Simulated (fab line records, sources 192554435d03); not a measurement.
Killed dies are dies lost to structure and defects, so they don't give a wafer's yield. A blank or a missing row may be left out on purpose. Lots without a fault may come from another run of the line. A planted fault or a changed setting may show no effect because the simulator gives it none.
fab line records | flow n5_finfet
record lots=6 wafers=18 last_day=14
route steps=1938 shown HKMG_FIN@441 GATE_CUT@465 PASSIVATION@1936
lots that met no fault: from a run of the same line without faults
start_h: hours from the record's first day to the start of the lot's first wafer shown | wait_h: hours since the lot's step before | " the same as in the row above | L1.1+2: a row that stands for several wafers | - no value, or no start given | * or withheld: withheld | < > ~ a bound
route shown NAME@n: a module of which the file shows steps, and the number in the route of the first | usual: mean/standard deviation of fault-free wafers | same: alike in all rows | chamber/n: place in a boat | sites: the reading at each site | _std_site: their standard deviation | _edge_site: outer sites' mean less inner sites' | radius_mm: how far each site lies from the wafer's centre | mask NAME#n: copy n | behind: the tool/chamber that last shaped the wafer | hold: why the lot was held/for how many hours/how that ended | device: the transistor (n, p or np) that didn't switch | end of line: the same wafers' tests at the end of the route | a step without rows: its recipe alone | killed: dies lost to structure and defects at the first sort, not the wafer's yield | map: a wafer's dies, x killed, . not, _ none there
set.NAME: the setting as run; set.NAME@STEP: as run at that earlier step | model.NAME: the simulator's own value behind a step, which no gauge read
lots at some steps of the route; a table a step, a row a wafer
services: from which hour (start_h, from the record's first day; less than 0 if before it) a tool's chamber was out of use, for how many hours, and why
## steps
# step N5_HKMG_FIN_STRIP_19
# recipe chemistry=N2/H2 power_w=2500 temp_c=300 h2_frac=0.65 time_s=360 pressure_mtorr=withheld n2_flow_sccm=1750 h2_flow_sccm=3250
# step N5_HKMG_FIN_ALD_91
# recipe material=TiN target_thk_a=10 temp_c=400 ald_precursor_family=TiCl4 ald_co_reactant=NH3 pulse_time_s=1 purge_time_s=3 co_reactant_purge_time_s=2 co_reactant_pulse_time_s=2 ald_cycles=47 pressure_torr=3
# usual heater_power_w=934/83 precursor_pulse_height_rel=0.998/0.019
# columns lot.wafer tool chamber start_h wait_h heater_power_w precursor_pulse_height_rel
L167.1 ald_metal-03 2 80.58 0.3 929 0.996
L167.2 " 1 " " 862 1.009
L167.3 " 3 " " 730 1.014
L168.3 ald_metal-02 1 89.88 0.1 1072 1.010
L168.5 " 2 " " 853 0.988
L168.6 " 1 " " 1074 0.994
L169.2 ald_metal-02 0 93.45 0.3 1038 0.996
L169.5 " 0 " " 1029 0.999
L169.6 " 3 " " 933 0.973
L170.4 ald_metal-02 1 101.06 0.1 1065 1.028
L170.5 " 3 " " 938 0.985
L170.6 " 2 " " 842 1.010
L173.3 ald_metal-02 0 118.71 0.1 1056 0.983
L173.4 " 1 " " 1061 0.972
L173.5 " 2 " " 846 1.008
L174.2 ald_metal-02 1 121.48 0.3 1050 1.000
L174.5 " 3 " " 916 0.981
L174.6 " 1 " " 1039 0.990
# step N5_HKMG_FIN_COAT_85
# recipe resist=SOC temp_c=250 time_s=60 spin_rpm=1500 resist_thk_nm=300
# step N5_HKMG_FIN_ETCH_86
# recipe chemistry=N2/H2 target=SOC target_depth_a=3932 stop_on=TiN ion_energy_ev=100 bias_w=61 pressure_mtorr=30 source_w=850 n2_flow_sccm=200 h2_flow_sccm=200
# step N5_HKMG_FIN_STRIP_89
# recipe chemistry=N2/H2 material=SOC time_s=20 power_w=500 temp_c=40 pressure_mtorr=50 rf_frequency_hz=6e+07 bias_power_w=8 h2_frac=0.5 n2_flow_sccm=300 h2_flow_sccm=300
# step N5_HKMG_FIN_WET_ETCH_87
# recipe chemistry=SC1 target=TiN mix=1:2:40 temp_c=50 time_s=154.2 target_depth_nm=4.7 dry=ipa_marangoni rinse_time_s=30 rinse_temp_c=23
# step N5_HKMG_FIN_STRIP_88
# recipe chemistry=N2/H2 power_w=2500 temp_c=300 h2_frac=0.65 time_s=360 pressure_mtorr=withheld n2_flow_sccm=1750 h2_flow_sccm=3250
# step N5_HKMG_FIN_NWFM_ALD_20
# recipe material=TiAlC target_thk_a=20 temp_c=300 ald_precursor_family=TiCl4 ald_co_reactant=TEA pulse_time_s=3 purge_time_s=2 co_reactant_purge_time_s=2 co_reactant_pulse_time_s=10 ald_cycles=7 pressure_torr=3
# step N5_HKMG_FIN_ALD_71
# recipe material=TiN target_thk_a=10 temp_c=400 ald_precursor_family=TiCl4 ald_co_reactant=NH3 pulse_time_s=1 purge_time_s=3 co_reactant_purge_time_s=2 co_reactant_pulse_time_s=2 ald_cycles=47 pressure_torr=3
# step N5_HKMG_FIN_COAT_66
# recipe resist=SOC temp_c=250 time_s=60 spin_rpm=1500 resist_thk_nm=300
# step N5_HKMG_FIN_ETCH_67
# recipe chemistry=N2/H2 target=SOC target_depth_a=3889 stop_on=TiN ion_energy_ev=100 bias_w=61 pressure_mtorr=30 source_w=850 n2_flow_sccm=200 h2_flow_sccm=200
# step N5_HKMG_FIN_STRIP_90
# recipe chemistry=N2/H2 material=SOC time_s=20 power_w=500 temp_c=40 pressure_mtorr=50 rf_frequency_hz=6e+07 bias_power_w=8 h2_frac=0.5 n2_flow_sccm=300 h2_flow_sccm=300
# step N5_HKMG_FIN_WET_ETCH_73
# recipe chemistry=SC1 mix=1:2:40 temp_c=50 time_s=42.3 target_depth_nm=1.3 dry=ipa_marangoni rinse_time_s=30 rinse_temp_c=23
# usual temp_c=50.00/0.12
# columns lot.wafer tool chamber start_h wait_h temp_c
L167.1 wet_bench-04 2 82.38 0.1 50.16
L167.2 " 6 " " 49.94
L167.3 " 4 " " 49.89
L168.3 wet_bench-04 0 91.45 0.1 49.90
L168.5 " 7 " " 50.09
L168.6 " 6 " " 49.86
L169.2 wet_bench-04 5 95.16 0.1 49.98
L169.5 " 3 " " 50.27
L169.6 " 4 " " 50.21
L170.4 wet_bench-06 6 102.64 0.0 50.18
L170.5 " 7 " " 50.02
L170.6 " 3 " " 50.11
L173.3 wet_bench-06 6 120.48 0.1 50.09
L173.4 " 7 " " 49.93
L173.5 " 4 " " 50.05
L174.2 wet_bench-06 7 123.13 0.1 49.88
L174.5 " 4 " " 49.89
L174.6 " 5 " " 49.81
# step N5_HKMG_FIN_ETCHBACK_68
# recipe chemistry=Cl2/Ar stop_on=HfO2 target_depth_a=5 pressure_mtorr=10 icp_w=600 bias_w=60 Cl2_flow_sccm=40 Ar_flow_sccm=60
# step N5_HKMG_FIN_STRIP_69
# recipe chemistry=N2/H2 power_w=2500 temp_c=300 h2_frac=0.65 time_s=360 pressure_mtorr=withheld n2_flow_sccm=1750 h2_flow_sccm=3250
# step N5_HKMG_FIN_ALD_21
# recipe material=TiN target_thk_a=15 temp_c=400 ald_precursor_family=TiCl4 ald_co_reactant=NH3 pulse_time_s=1 purge_time_s=3 co_reactant_purge_time_s=2 co_reactant_pulse_time_s=2 ald_cycles=68 pressure_torr=3
# step N5_HKMG_FIN_ALD_72
# recipe material=W target_thk_a=20 temp_c=300 pressure_torr=7.5 ald_precursor_family=WF6 ald_co_reactant=B2H6 pulse_time_s=1 purge_time_s=2 co_reactant_purge_time_s=2 co_reactant_pulse_time_s=3 ald_cycles=7
# usual heater_power_w=464/36 precursor_pulse_height_rel=0.999/0.019
# columns lot.wafer tool chamber start_h wait_h heater_power_w precursor_pulse_height_rel
L167.1 cvd_w-01 1 83.33 0.2 470 1.004
L167.2 " 0 " " 393 0.982
L167.3 " 0 " " 392 0.965
L168.3 cvd_w-01 1 92.43 0.2 475 1.024
L168.5 " 0 " " 400 1.009
L168.6 " 1 " " 474 1.006
L169.2 cvd_w-02 1 96.18 0.2 465 1.015
L169.5 " 0 " " 496 0.989
L169.6 " 1 " " 469 0.984
L170.4 cvd_w-02 0 103.68 0.2 508 1.021
L170.5 " 1 " " 454 0.999
L170.6 " 0 " " 501 1.017
L173.3 cvd_w-02 1 121.45 0.2 452 0.985
L173.4 " 0 " " 488 0.983
L173.5 " 0 " " 490 0.997
L174.2 cvd_w-02 1 124.09 0.2 476 1.020
L174.5 " 1 " " 458 0.982
L174.6 " 0 " " 504 1.019
# step N5_HKMG_FIN_W_FILL_22
# recipe material=W target_thk_a=600 temp_c=400 pressure_torr=39.4 time_s=18.2
# step N5_HKMG_FIN_PRECLEAN_83
# recipe chemistry=DIW time_s=57.5 temp_c=23
# step N5_HKMG_FIN_SRD_84
# recipe dry_time_s=32 dry=n2_spin spin_rpm=1500
# step N5_HKMG_FIN_CMP_23
# recipe stop_on=SiNx t_overpolish_s=10 post_cmp_clean=rinse_only down_force_psi=4 platen_rpm=50.289 pad_velocity_m_s=1.0006 target_thk_nm=46.326
# step N5_HKMG_FIN_CMP_94
# recipe stop_on=SiNx post_cmp_clean=w_dilute_nh4oh t_overpolish_s=4.7 down_force_psi=4 platen_rpm=50.289 pad_velocity_m_s=1.0006 target_thk_nm=43.299
# usual motor_current_A=11.7/1.2 slurry_flow_ml_min=150.1/0.44
# same t_overpolish_s=4.7
# columns lot.wafer tool chamber start_h wait_h motor_current_A slurry_flow_ml_min
L167.1 cmp-03 1 83.98 0.4 12.5 150.7
L167.3 " 2 " " 11.9 150.1
L167.2 " 0 " " 13.4 149.7
L168.3 cmp-03 1 93.09 0.3 12.6 150.1
L168.5 " 0 " " 12.6 150.7
L168.6 " 1 " " 13.0 150.4
L169.2 cmp-01 0 96.90 0.3 11.7 149.3
L169.6 " 2 " " 10.9 149.9
L169.5 " 3 " " 13.2 149.8
L170.4 cmp-04 1 104.31 0.4 9.8 150.3
L170.6 " 1 " " 10.1 149.8
L170.5 " 2 " " 11.9 150.1
L173.3 cmp-01 3 122.08 0.4 14.3 150.3
L173.4 " 2 " " 11.8 149.2
L173.5 " 3 " " 13.9 151.2
L174.2 cmp-04 1 124.74 0.4 10.3 150.3
L174.5 " 1 " " 10.2 150.2
L174.6 " 2 " " 12.1 150.1
# step N5_GATE_CUT_ETCHBACK_00
# recipe chemistry=SF6/Cl2 target=W pressure_mtorr=8 icp_w=900 bias_w=80 SF6_flow_sccm=40 Cl2_flow_sccm=60
# step N5_GATE_CUT_ETCH_56
# recipe chemistry=Cl2/Ar target=TiN target_depth_a=216 pressure_mtorr=10 icp_w=600 bias_w=60 Cl2_flow_sccm=40 Ar_flow_sccm=60
# step N5_GATE_CUT_ETCHBACK_30
# recipe chemistry=Cl2/Ar target=TiN target_depth_a=30 mode=isotropic pressure_mtorr=10 icp_w=600 bias_w=60 Cl2_flow_sccm=40 Ar_flow_sccm=60
# step N5_GATE_CUT_VAPOR_ETCH_60
# recipe chemistry=BCl3/Cl2 target=HfO2 mode=isotropic
# step N5_GATE_CUT_ETCH_58
# recipe chemistry=CH3F/O2 target=SiNx target_depth_a=170 time_s=128.6 ion_energy_ev=50 pressure_mtorr=30 source_w=415 bias_w=21 Ar_flow_sccm=150 CH3F_flow_sccm=30 O2_flow_sccm=20
# step N5_GATE_CUT_STRIP_59
# recipe chemistry=N2/H2 time_s=20 power_w=100 temp_c=40 pressure_mtorr=100 rf_frequency_hz=6e+07 bias_power_w=3 n2_flow_sccm=300 h2_flow_sccm=300
# step N5_GATE_CUT_PRECLEAN_31
# recipe temp_c=23 chemistry=DIW time_s=300
# step N5_GATE_CUT_SRD_32
# recipe time_s=30 temp_c=23 rinse_liquid=diw dry=ipa_marangoni
# step N5_GATE_CUT_SAC_CAP_01
# recipe material=SiNx target_thk_a=240 temp_c=400 ald_precursor_family=SiH2I2 ald_co_reactant=N2/H2-plasma pulse_time_s=1 ald_cycles=480 purge_time_s=2 co_reactant_purge_time_s=2 pressure_torr=2
# step N5_GATE_CUT_PECVD_57
# recipe material=SiNx target_thk_a=210 temp_c=400 precursor=SiH4/NH3/N2 pressure_torr=1.5 rf_w=300
# usual heater_power_w=728/100 rf_fwd_power_W=297.0/1.4 showerhead_plenum_p_Torr=5.11/0.062 throttle_valve_pct=39.0/1.7
# columns lot.wafer tool chamber start_h wait_h heater_power_w rf_fwd_power_W showerhead_plenum_p_Torr throttle_valve_pct
L167.1 pecvd-03 0 87.05 1.1 590 295.1 5.10 38.3
L167.2 " 1 " " 767 297.9 5.14 38.9
L167.3 " 2 " " 798 298.2 4.98 37.2
L168.3 pecvd-02 2 97.95 1.1 761 296.7 5.10 39.3
L168.5 " 2 " " 751 296.6 5.09 39.1
L168.6 " 0 " " 839 296.2 5.23 39.8
L169.2 pecvd-02 2 100.12 1.1 798 295.7 5.09 38.8
L169.5 " 0 " " 747 295.6 5.24 40.3
L169.6 " 1 " " 675 298.3 5.15 43.1
L170.4 pecvd-02 0 107.76 1.1 871 296.3 5.21 39.9
L170.5 " 2 " " 765 299.4 5.11 39.1
L170.6 " 1 " " 785 297.2 5.14 43.1
L173.3 pecvd-03 2 125.17 1.1 822 297.9 4.99 37.5
L173.4 " 0 " " 551 295.1 5.10 38.4
L173.5 " 2 " " 824 298.2 4.99 37.4
L174.2 pecvd-03 0 127.87 1.1 554 294.9 5.10 38.5
L174.5 " 2 " " 726 296.4 5.01 37.4
L174.6 " 0 " " 555 297.1 5.11 38.2
# step N5_GATE_CUT_CMP_02
# recipe stop_on=SiO2 t_overpolish_s=12.7 post_cmp_clean=alkaline_brush down_force_psi=2.5 platen_rpm=51.8 pad_velocity_m_s=1.0307 target_thk_nm=0
# usual motor_current_A=8.9/0.81 overpolish_run_s=12.700/0.0088 slurry_flow_ml_min=150.1/0.41 time_to_endpoint_s=24.9/2.2
# same t_overpolish_s=12.7
# columns lot.wafer tool chamber start_h wait_h motor_current_A overpolish_run_s slurry_flow_ml_min time_to_endpoint_s
L167.2 cmp-02 2 87.16 0.1 8.9 12.703 150.3 23.8
L167.3 " 3 " " 9.6 12.701 150.7 29.8
L167.1 " 0 " " 8.8 12.696 150.3 26.8
L168.3 cmp-03 2 98.10 0.1 8.7 12.705 149.9 24.1
L168.6 " 0 " " 10.3 12.695 150.1 25.1
L168.5 " 1 " " 9.8 12.708 150.3 24.5
L169.2 cmp-04 1 100.31 0.2 7.5 12.694 150.1 21.6
L169.5 " 2 " " 8.9 12.703 150.3 22.9
L169.6 " 3 " " 8.7 12.713 150.1 26.0
L170.4 cmp-04 0 107.89 0.1 8.4 12.706 150.0 20.7
L170.6 " 2 " " 9.0 12.696 150.5 24.6
L170.5 " 3 " " 9.0 12.709 150.2 23.7
L173.3 cmp-04 0 125.32 0.1 8.0 12.702 150.3 25.0
L173.4 " 1 " " 7.6 12.685 149.8 23.0
L173.5 " 3 " " 8.8 12.691 150.4 23.2
L174.2 cmp-02 3 128.05 0.1 9.7 12.703 149.6 22.1
L174.6 " 1 " " 7.8 12.703 150.1 22.5
L174.5 " 2 " " 8.7 12.708 149.8 20.7
# step N5_GATE_CUT_HM_DEP_46
# recipe material=SiO2 target_thk_a=1300 temp_c=400 precursor=TEOS/O2 pressure_torr=6.5 rf_w=900 teos_flow_sccm=161.4 gas=O2 flow_sccm=2650 time_s=26.6
# step N5_GATE_CUT_COAT_34
# recipe resist=SOC temp_c=250 time_s=60 spin_rpm=1500 resist_thk_nm=60
# step N5_GATE_CUT_COAT_35
# recipe resist=SiARC temp_c=220 time_s=60 spin_rpm=1500 resist_thk_nm=10
# step N5_GATE_CUT_COAT_27
# recipe resist=underlayer temp_c=205 time_s=60 spin_rpm=1500 resist_thk_nm=10
# step N5_GATE_CUT_COAT_07
# recipe resist=CAR-EUV spin_rpm=1500 resist_thk_nm=30
# step N5_GATE_CUT_EBR_09
# recipe solvent=PGMEA ebr_width_mm=1.5
# step N5_PASSIVATION_PROBE_49
# usual defect_limited_yield=91.0/1.6 killed_at_M0_to_M3=35/11 killed_at_M4_up=14/5.1 killed_at_contacts=12/6.6 killed_at_front_end=41/12 killed_at_other=4/3 killed_dies=107/19 killed_on_rim=14/4.6 killed_open=70/15 killed_short=35/8.5 sort_bin_5_function=5.3/1 sort_bin_6_memory=3.4/0.73 sort_n_pass=1073/19 sort_yield_pct=91.0/1.6
# same gross_dies=1180 killed_at_back_side=0 sort_bin_4_leakage[%]=0 sort_bin_8_speed[%]=0
# columns lot.wafer tool chamber start_h wait_h defect_limited_yield[%] killed_at_M0_to_M3 killed_at_M4_up killed_at_contacts killed_at_front_end killed_at_other killed_dies killed_on_rim killed_open killed_short sort_bin_5_function[%] sort_bin_6_memory[%] sort_n_pass sort_yield_pct[%]
L168.3 prober-01 - 317.78 0.1 88.5 47 23 13 51 2 136 16 95 37 7.5 4.0 1044 88.5
L168.5 prober-01 - 317.88 0.2 91.1 38 25 13 28 1 105 7 72 30 5.0 3.5 1075 91.1
L168.6 prober-01 - 317.93 0.3 87.6 50 20 12 57 7 146 22 97 48 7.6 4.4 1034 87.6
L170.4 prober-01 - 318.58 0.2 91.3 30 10 6 45 12 103 12 64 36 4.8 3.6 1077 91.3
L170.5 prober-01 - 318.63 0.2 91.8 23 10 11 43 10 97 10 63 33 4.8 3.1 1083 91.8
L170.6 prober-01 - 318.68 0.3 92.5 20 12 9 41 6 88 12 56 31 4.7 2.7 1092 92.5
L173.3 prober-01 - 322.55 0.1 82.8 46 13 14 129 1 203 13 67 32 11.1 4.3 977 82.8
L173.4 prober-01 - 322.60 0.2 85.3 22 14 16 118 4 174 24 64 26 9.3 3.6 1006 85.3
L173.5 prober-01 - 322.65 0.2 83.0 26 12 9 150 4 201 12 74 23 10.4 4.6 979 83.0
L174.2 prober-01 - 332.37 0.1 83.6 42 13 9 125 5 194 24 79 36 10.1 4.6 986 83.6
L174.5 prober-01 - 332.52 0.2 84.7 28 9 8 134 1 180 8 46 31 10.3 3.5 1000 84.7
L174.6 prober-01 - 332.57 0.3 86.8 23 7 10 116 0 156 24 44 28 8.6 3.6 1024 86.8
# killed by level:class
L168.3 FIN_SAQP:geometric_particle:open=20 BEOL_M3:geometric_particle:open=13 BEOL_M0_SAQP:geometric_particle:short=10 BEOL_M0_SAQP:geometric_particle:open=9 BEOL_M4:geometric_particle:open=9 BEOL_M2:geometric_particle:open=8 STI_FIN_REVEAL:geometric_particle:open=7 MOL_CONTACT_COAG:geometric_particle:open=7
L168.5 BEOL_M4:geometric_particle:open=13 BEOL_M2:geometric_particle:open=10 MOL_CONTACT_COAG:geometric_particle:open=9 FIN_SAQP:geometric_particle:short=7 BEOL_M0_SAQP:geometric_particle:short=7 BEOL_M0_SAQP:geometric_particle:open=6 BEOL_M1:geometric_particle:open=6 FIN_SAQP:geometric_particle:open=5
L168.6 BEOL_M3:geometric_particle:open=16 FIN_SAQP:geometric_particle:open=14 BEOL_M0_SAQP:geometric_particle:short=12 MOL_CONTACT_COAG:geometric_particle:open=10 BEOL_M0_SAQP:geometric_particle:open=10 STI_FIN_REVEAL:geometric_particle:open=9 BEOL_M4:geometric_particle:open=9 GATE_CUT:geometric_particle:short=8
L170.4 FIN_SAQP:geometric_particle:short=9 FIN_SAQP:geometric_particle:open=8 BEOL_M2:geometric_particle:open=7 BEOL_M3:geometric_particle:open=6 DUMMY_GATE:geometric_particle:open=5 MOL_CONTACT_COAG:geometric_particle:open=5 BEOL_M4:geometric_particle:open=5 STARTING-WAFER:geometric_particle:short=5
L170.5 FIN_SAQP:geometric_particle:open=9 GATE_CUT:geometric_particle:short=9 STARTING-WAFER:geometric_particle:open=8 MOL_CONTACT_COAG:geometric_particle:open=8 FIN_SAQP:geometric_particle:short=7 BEOL_M3:geometric_particle:open=7 MIM_TOP_ETCH:geometric_particle:short=5 GATE_CUT:geometric_particle:open=4
L170.6 DUMMY_GATE:geometric_particle:open=10 FIN_SAQP:geometric_particle:open=8 MOL_CONTACT_COAG:geometric_particle:open=7 FIN_SAQP:geometric_particle:short=6 GATE_CUT:geometric_particle:short=5 BEOL_M1:geometric_particle:open=5 BEOL_M0_SAQP:geometric_particle:short=4 BEOL_M2:geometric_particle:open=4
L173.3 HKMG_FIN:unspecified=104 BEOL_M0_SAQP:geometric_particle:short=13 BEOL_M0_SAQP:geometric_particle:open=13 MOL_CONTACT_COAG:geometric_particle:open=12 STI_FIN_REVEAL:geometric_particle:open=8 BEOL_M0:geometric_particle:open=7 BEOL_M4:geometric_particle:open=5 BEOL_M2:geometric_particle:open=4
L173.4 HKMG_FIN:unspecified=82 MOL_CONTACT_COAG:geometric_particle:open=16 STI_FIN_REVEAL:geometric_particle:open=15 BEOL_M0_SAQP:geometric_particle:short=8 BEOL_M2:geometric_particle:open=7 GATE_CUT:geometric_particle:open=4 STI_FIN_REVEAL:geometric_particle:short=4 BEOL_M0_SAQP:geometric_particle:open=3
L173.5 HKMG_FIN:unspecified=104 STI_FIN_REVEAL:geometric_particle:open=21 FIN_SAQP:geometric_particle:open=9 MOL_CONTACT_COAG:geometric_particle:open=7 BEOL_M0_SAQP:geometric_particle:open=6 BEOL_M2:geometric_particle:open=4 BEOL_M5:geometric_particle:open=4 FIN_CUT:geometric_particle:open=3
L174.2 HKMG_FIN:unspecified=78 STI_FIN_REVEAL:geometric_particle:open=18 BEOL_M0_SAQP:geometric_particle:short=11 BEOL_M0_SAQP:geometric_particle:open=9 MOL_CONTACT_COAG:geometric_particle:open=8 BEOL_M2:geometric_particle:open=7 FIN_SAQP:geometric_particle:short=6 DUMMY_GATE:geometric_particle:open=6
L174.5 HKMG_FIN:unspecified=102 BEOL_M3:geometric_particle:open=9 STI_FIN_REVEAL:geometric_particle:open=7 FIN_SAQP:geometric_particle:open=6 GATE_CUT:geometric_particle:short=6 BEOL_M0_SAQP:geometric_particle:short=6 MOL_CONTACT_COAG:geometric_particle:open=5 BEOL_M4:geometric_particle:short=4
L174.6 HKMG_FIN:unspecified=82 FIN_SAQP:geometric_particle:open=10 MOL_CONTACT_COAG:geometric_particle:open=9 BEOL_M0_SAQP:geometric_particle:short=5 STI_FIN_REVEAL:geometric_particle:open=4 DUMMY_GATE:geometric_particle:short=4 BEOL_M0_SAQP:geometric_particle:open=4 BEOL_M1:geometric_particle:short=4
# map L173.3 (x killed, . not)
_________________............________________
______________.....xx..........._____________
___________.........x......xx......__________
__________...............xx........._________
________x.............xx.............._______
_______.....x......x......x............______
______.................x..x.x.xx........_____
_____x..x..x......x...x.........x........____
____.............xx............x..........___
___...x.................x..................__
___x............x..x....x..........x.x.x...__
__.x.....x..x..x....................x......._
__..........x........x.......x.............._
_...............................x.....x......
_...........x.x...x...x..x.x...x.x.x.....x...
_...x...................x..x.x.xxx...x.xx..x.
_.........................x..xxxxxxx...x.....
_x.........x...........x...xxxxxxxxxxx.x.....
_...x......x...........x...xxxxxxxxxxxx.x....
_...........x..........x..xxxxxxxxxxxx...x..x
_...x........x..........x..xxxxxxxxxxxx......
__........................xxxxxxxxxxxxx....x_
__.......x........x.......xx.x.xxxxxxxx....._
___...................x......xxxxxxxx.....x__
___.......x..................x.xxxx....x...__
____..................x.........xxx..x....___
_____......................x.........x...____
______............x.......x............._____
_______....x...x.......................______
________....................x.......x._______
__________.....x...............x...x_________
___________.....x...............x..__________
______________.......x......x..._____________
_________________....x.......________________
# map L174.2 (x killed, . not)
_________________......x.....________________
______________.......x......x..._____________
___________xxx.......x...........x.__________
__________xx.xx.xx.................._________
________xxxxxxxx......................_______
_______xxxxxxxxxx...x..................______
______xxxxxxxxxxxx...........x...x......_____
_____.xxxxxxxxxx.xx......................____
____..xxxxxxxxxx...............x.x.x......___
___x..xxxxxxxxxx.x.........x.....x.........__
___.......xxx..x..........xx..xx.xx........__
__.....xx.x.xxx.x....x......x..............._
__.......x.......x......x.......x.x...x....._
_.......x.............x..x...............x...
_....x.....................x.......x.........
_......x...........xx......................x.
_.....x..........x..x.x.x............x.x....x
_........xx................x......x..x.x.....
_.............................x........x....x
_.......x................x...................
_..x....x....x....x...x..................xx.x
__.x...........xx.....x.........x.x........._
__..xx............x.........x...x........x.._
___..xx........x........x.....x.....x......__
___........................................__
____..................x...x.........x.....___
_____...x..x...........x.......x.........____
______..............x..................._____
_______........x.......................______
________........x....xx........xx...x._______
__________.........x..xx.xx........._________
___________........x.x....x........__________
______________.xx..x.........x.._____________
_________________............________________
## services
# columns tool chamber start_h hours kind
cmp-02 - 64.80 17.5 pm
pecvd-03 0 70.13 11.2 repair
cmp-02 - 89.70 3.3 repair
cvd_w-02 - 89.79 6.0 pm
cmp-02 - 96.53 2.2 repair
pecvd-03 - 118.25 1.2 repair
cmp-04 - 118.96 4.0 pm
wet_bench-04 - 119.82 1.2 repair
ald_metal-02 0 120.79 3.2 repair
cmp-03 - 122.67 2.9 repair
cmp-04 - 122.96 - consumable_replace:conditioner
cmp-04 - 122.96 - consumable_replace:pad
pecvd-03 1 124.45 5.0 scheduled_down
## key
first_sign step=N5_PASSIVATION_PROBE_49 reading=killed_at_front_end direction=up sigmas=7 usual=41 struck=129
effect step=N5_PASSIVATION_PROBE_49 reading=defect_limited_yield direction=down sigmas=4 usual=91.0 struck=84.4
more_kills_born_at N5_HKMG_FIN_WET_ETCH_73@wet_bench-06=552
met_at N5_HKMG_FIN_WET_ETCH_73
struck_wafers L173.3,L173.4,L173.5,L174.2,L174.5,L174.6
onset_between 102.64 120.48
also_fits time
fault kind=chamber_particle_source tool=wet_bench-06 chamber=- onset_h=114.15 steps=N5_HKMG_FIN_WET_ETCH_73 rate_per_visit_cm2=0.51403
